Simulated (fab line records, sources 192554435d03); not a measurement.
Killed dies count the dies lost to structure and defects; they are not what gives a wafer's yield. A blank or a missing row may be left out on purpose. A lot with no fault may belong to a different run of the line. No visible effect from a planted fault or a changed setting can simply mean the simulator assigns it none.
Split-lot experiment || flow n5_finfet || on a route of 1938 steps: 7 lots, 21 wafers read

== THE SPLIT ITSELF ==
At N5_BEOL_M0_SAQP_ETCH_107 (etches SiNx in CH3F/O2, target depth 30 nm), the setting bias_w was moved away from the recipe's 73 W on 11 of the 21 wafers read, by -16.5% to +15.6%. This setting was run at the recipe's value on the other wafers.

The reading is taken at the split's own step.

== THE READING ==
rf_vpp_V, in V, at N5_BEOL_M0_SAQP_ETCH_107 (etches SiNx in CH3F/O2, target depth 30 nm). Fault-free wafers of this fab line usually give 296.3 V, standard deviation 2.3 V.

{"wafer": "L075.4", "tool, chamber at the split": "rie_diel-05, 1", "bias_w as run, W": 60.93, "against the recipe": "-16.5%", "rf_vpp_V, V": 254.0, "against lot-mates on the recipe": -45.9}
{"wafer": "L075.5", "tool, chamber at the split": "rie_diel-05, 3", "bias_w as run, W": 60.93, "against the recipe": "-16.5%", "rf_vpp_V, V": 253.6, "against lot-mates on the recipe": -46.3}
{"wafer": "L075.6", "tool, chamber at the split": "rie_diel-05, 2", "bias_w as run, W": 73, "against the recipe": "recipe", "rf_vpp_V, V": 299.9, "against lot-mates on the recipe": "-"}
{"wafer": "L079.2", "tool, chamber at the split": "rie_diel-06, 3", "bias_w as run, W": 68.48, "against the recipe": "-6.2%", "rf_vpp_V, V": 279.0, "against lot-mates on the recipe": -17.0}
{"wafer": "L079.3", "tool, chamber at the split": "rie_diel-06, 1", "bias_w as run, W": 73, "against the recipe": "recipe", "rf_vpp_V, V": 296.0, "against lot-mates on the recipe": "-"}
{"wafer": "L079.4", "tool, chamber at the split": "rie_diel-06, 0", "bias_w as run, W": 68.48, "against the recipe": "-6.2%", "rf_vpp_V, V": 282.3, "against lot-mates on the recipe": -13.7}
{"wafer": "L082.1", "tool, chamber at the split": "rie_diel-06, 2", "bias_w as run, W": 73, "against the recipe": "recipe", "rf_vpp_V, V": 297.5, "against lot-mates on the recipe": "-"}
{"wafer": "L082.3", "tool, chamber at the split": "rie_diel-06, 3", "bias_w as run, W": 84.39, "against the recipe": "+15.6%", "rf_vpp_V, V": 329.5, "against lot-mates on the recipe": "+32.0"}
{"wafer": "L082.4", "tool, chamber at the split": "rie_diel-06, 1", "bias_w as run, W": 84.39, "against the recipe": "+15.6%", "rf_vpp_V, V": 333.1, "against lot-mates on the recipe": "+35.6"}
{"wafer": "L083.3", "tool, chamber at the split": "rie_diel-06, 3", "bias_w as run, W": 69.67, "against the recipe": "-4.6%", "rf_vpp_V, V": 282.3, "against lot-mates on the recipe": "no lot-mate on the recipe"}
{"wafer": "L083.5", "tool, chamber at the split": "rie_diel-06, 2", "bias_w as run, W": 69.67, "against the recipe": "-4.6%", "rf_vpp_V, V": 287.5, "against lot-mates on the recipe": "no lot-mate on the recipe"}
{"wafer": "L083.6", "tool, chamber at the split": "rie_diel-06, 1", "bias_w as run, W": 69.67, "against the recipe": "-4.6%", "rf_vpp_V, V": 283.8, "against lot-mates on the recipe": "no lot-mate on the recipe"}
{"wafer": "L086.1", "tool, chamber at the split": "rie_diel-05, 0", "bias_w as run, W": 73, "against the recipe": "recipe", "rf_vpp_V, V": 297.3, "against lot-mates on the recipe": "-"}
{"wafer": "L086.3", "tool, chamber at the split": "rie_diel-05, 1", "bias_w as run, W": 73, "against the recipe": "recipe", "rf_vpp_V, V": 294.3, "against lot-mates on the recipe": "-"}
{"wafer": "L086.5", "tool, chamber at the split": "rie_diel-05, 2", "bias_w as run, W": 73, "against the recipe": "recipe", "rf_vpp_V, V": 299.6, "against lot-mates on the recipe": "-"}
{"wafer": "L092.1", "tool, chamber at the split": "rie_diel-06, 1", "bias_w as run, W": 69.53, "against the recipe": "-4.8%", "rf_vpp_V, V": 284.8, "against lot-mates on the recipe": -10.6}
{"wafer": "L092.3", "tool, chamber at the split": "rie_diel-06, 0", "bias_w as run, W": 73, "against the recipe": "recipe", "rf_vpp_V, V": 295.4, "against lot-mates on the recipe": "-"}
{"wafer": "L092.4", "tool, chamber at the split": "rie_diel-06, 3", "bias_w as run, W": 69.53, "against the recipe": "-4.8%", "rf_vpp_V, V": 283.0, "against lot-mates on the recipe": -12.4}
{"wafer": "L094.1", "tool, chamber at the split": "rie_diel-06, 2", "bias_w as run, W": 73, "against the recipe": "recipe", "rf_vpp_V, V": 298.7, "against lot-mates on the recipe": "-"}
{"wafer": "L094.4", "tool, chamber at the split": "rie_diel-06, 3", "bias_w as run, W": 73, "against the recipe": "recipe", "rf_vpp_V, V": 294.1, "against lot-mates on the recipe": "-"}
{"wafer": "L094.6", "tool, chamber at the split": "rie_diel-06, 3", "bias_w as run, W": 73, "against the recipe": "recipe", "rf_vpp_V, V": 293.6, "against lot-mates on the recipe": "-"}

FIT RESULTS
A straight line over all 21 wafers: rf_vpp_V changes by +2.42 V for each +1% of bias_w; r = +0.99; the points scatter about the line by 2.3 V.
The same after taking each lot's own level away (the mean of its wafers on the recipe; 18 wafers): +2.47 V for each +1%; r = +0.99; scatter 2.8 V.
That fit puts the effect of the largest move of bias_w on the reading at 41 V.
The span of the lots' own levels, 295.40 to 299.90 V, comes to 2.0 times the standard deviation stated above.
Consequently the slope shifts little with the lot-to-lot level, the two slopes agreeing.
Check: with one of the wafers moved furthest among these (-16.5%) left out of the fit, the line predicts -40.5 V for it against its lot-mates. It came out at -45.9 V against them.
Tool readings at the split's step, against how far the setting was moved: rf_vpp_V r = +0.99.

== ADDITIONAL SPLITS CARRIED BY THESE WAFERS ==
Note: prior to the reading, these wafers also went through further splits. Each is held against what the fit with the lots' levels taken away leaves over:
{"other split on the same wafers": "N5_GATE_CUT_DESCUM_18 time_s", "wafers away from the commonest value": 6, "r with rf_vpp_V (lot level and that fit taken away)": "+0.28"}
{"other split on the same wafers": "N5_MOL_CONTACT_COAG_COAT_76 spin_rpm", "wafers away from the commonest value": 7, "r with rf_vpp_V (lot level and that fit taken away)": "+0.04"}
{"other split on the same wafers": "N5_MOL_CONTACT_COAG_EXPOSE_81 dose_mj", "wafers away from the commonest value": 10, "r with rf_vpp_V (lot level and that fit taken away)": -0.35}
{"other split on the same wafers": "N5_BEOL_M0_SAQP_COAT_105 spin_rpm", "wafers away from the commonest value": 5, "r with rf_vpp_V (lot level and that fit taken away)": "+0.07"}

== FILE'S OWN FIT ==
rf_vpp_V changes by +2.49 V for each +1% of bias_w, r = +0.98.
